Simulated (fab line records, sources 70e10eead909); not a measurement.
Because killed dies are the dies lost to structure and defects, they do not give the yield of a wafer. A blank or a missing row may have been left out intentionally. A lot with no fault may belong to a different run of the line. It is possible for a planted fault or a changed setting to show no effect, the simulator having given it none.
Chamber matching | flow nand harc | NHARC_A_ONON_D2_DEP_33 on pecvd-02 has 3 sister chambers
The step deposits SiO2, target thk 200 nm. 18 wafers are shown with their chamber, then 9 later ones without.

WAFERS PAIRED WITH THEIR CHAMBERS
wafer  | chamber | throttle valve pct (%) | heater power outer w (W) | flow sccm (sccm)
L076.1 | 2       | 16.5                   | 375                      | 2645
L076.3 | 1       | 15.3                   | 439                      | 2632
L076.6 | 2       | 16.4                   | 378                      | 2646
L077.1 | 2       | 16.3                   | 395                      | 2653
L077.5 | 1       | 15.2                   | 379                      | 2650
L077.6 | 0       | 15.8                   | 378                      | 2646
L080.4 | 1       | 15.3                   | 396                      | 2659
L080.5 | 2       | 16.4                   | 420                      | 2640
L080.6 | 0       | 15.4                   | 281                      | 2649
L083.3 | 1       | 15.3                   | 420                      | 2645
L083.5 | 0       | 15.8                   | 396                      | 2651
L083.6 | 2       | 16.5                   | 383                      | 2653
L088.1 | 2       | 16.6                   | 400                      | 2646
L088.2 | 0       | 15.7                   | 369                      | 2654
L088.4 | 0       | 15.6                   | 382                      | 2655
L091.1 | 0       | 15.6                   | 385                      | 2661
L091.4 | 2       | 16.2                   | 395                      | 2644
L091.6 | 1       | 15.2                   | 340                      | 2651

SIGNATURES (averages over the wafers above)
reading              | chamber 0 | chamber 1 | chamber 2 | scatter within a chamber
throttle valve pct   | 15.650    | 15.260    | 16.414    | 0.125
heater power outer w | 365.17    | 394.80    | 392.29    | 32.8
flow sccm            | 2652.67   | 2647.40   | 2646.71   | 6.68
Rule: a wafer lies at a distance from a chamber equal to the root of the sum of squares, over the readings, of (its reading less the chamber's mean, divided by the reading's scatter). If the next closest chamber is less than 2 further off than the closest, the wafer can't be placed; otherwise it belongs to the closest. The scatter is the square root of a quotient: the sum, over the shown wafers, of each reading's squared deviation from its chamber's mean, divided by wafers minus chambers.

WAFERS WITH NO CHAMBER GIVEN
wafer  | throttle valve pct (%) | heater power outer w (W) | flow sccm (sccm)
L092.2 | 16.3                   | 380                      | 2649
L092.3 | 15.4                   | 426                      | 2656
L092.5 | 15.6                   | 356                      | 2670
L094.1 | 16.5                   | 363                      | 2649
L094.3 | 15.9                   | 400                      | 2651
L094.5 | 16.5                   | 364                      | 2652
L096.1 | 16.5                   | 382                      | 2651
L096.4 | 16.5                   | 396                      | 2641
L096.5 | 16.1                   | 406                      | 2655

THE CHAMBER EACH PASSED THROUGH
wafer  | from the rows above     | in truth
L092.2 | 2                       | 2
L092.3 | can't be placed: 1 or 0 | 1
L092.5 | can't be placed: 0 or 1 | 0
L094.1 | 2                       | 2
L094.3 | can't be placed: 0 or 2 | 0
L094.5 | 2                       | 2
L096.1 | 2                       | 2
L096.4 | 2                       | 2
L096.5 | can't be placed: 2 or 0 | 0
Correct placement for 5 of the 9. These rows do not allow placing 4 (true chamber among the candidates in 4). Number placed wrongly: 0.
